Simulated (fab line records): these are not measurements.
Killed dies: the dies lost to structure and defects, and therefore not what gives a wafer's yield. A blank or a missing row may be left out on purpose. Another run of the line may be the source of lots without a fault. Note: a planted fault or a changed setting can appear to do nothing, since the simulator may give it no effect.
Chamber matching ; flow n5_finfet ; rie_diel-06 running N5_BEOL_M8_ETCH_65: 4 sister chambers
The step etches SiARC in CF4, target depth 15.6 nm, time 26 s. 16 wafers are shown with their chamber, then 8 later ones without.

## WAFERS PAIRED WITH THEIR CHAMBERS
wafer;chamber;drypump_motor_current_A (A);showerhead_plenum_p_Torr (Torr);throttle_valve_pct (%)
L074.2;0;5.8;2.11;15.59
L074.5;1;5.3;2.21;15.93
L074.6;0;5.8;2.11;15.57
L079.3;3;4.9;2.09;15.71
L079.4;2;5.4;2.27;15.20
L079.6;3;4.9;2.09;15.71
L087.1;3;5.0;2.08;15.76
L087.3;1;5.3;2.20;15.98
L087.4;0;5.8;2.10;15.62
L088.1;1;5.3;2.20;16.00
L088.4;3;4.9;2.08;15.74
L088.5;3;4.9;2.08;15.75
L091.2;1;5.3;2.20;15.98
L091.4;2;5.4;2.26;15.25
L091.5;3;4.9;2.08;15.74
L092.2;1;5.3;2.20;16.00

SIGNATURES (averages over the wafers above)
reading;chamber 0;chamber 1;chamber 2;chamber 3;scatter within a chamber
drypump_motor_current_A;5.800;5.300;5.400;4.917;0.0264
showerhead_plenum_p_Torr;2.1067;2.2020;2.2650;2.0833;0.00524
throttle_valve_pct;15.5933;15.9780;15.2250;15.7350;0.0257
Rule: a wafer lies at a distance from a chamber equal to the root of the sum of squares, over the readings, of (its reading less the chamber's mean, divided by the reading's scatter). If the next closest chamber is less than 2 further off than the closest, the wafer can't be placed; otherwise it belongs to the closest. The scatter: the root of (the sum of the squares of (reading less its chamber's mean) over the shown wafers, divided by (wafers less chambers)).

## WAFERS WITHOUT THEIR CHAMBER
wafer;drypump_motor_current_A (A);showerhead_plenum_p_Torr (Torr);throttle_valve_pct (%)
L092.4;5.4;2.26;15.25
L092.5;4.9;2.08;15.75
L094.3;5.8;2.10;15.13
L094.5;5.4;2.26;15.26
L094.6;5.3;2.20;16.02
L096.1;4.9;2.08;15.77
L096.4;5.4;2.19;16.01
L096.5;5.4;2.26;15.27

## WHICH CHAMBER EACH WENT THROUGH
wafer;from the rows above;in truth
L092.4;2;2
L092.5;3;3
L094.3;0;0
L094.5;2;2
L094.6;1;1
L096.1;3;3
L096.4;1;1
L096.5;2;2
Placed correctly: 8 of 8. Number that these rows cannot place: 0. 0 placed wrongly.
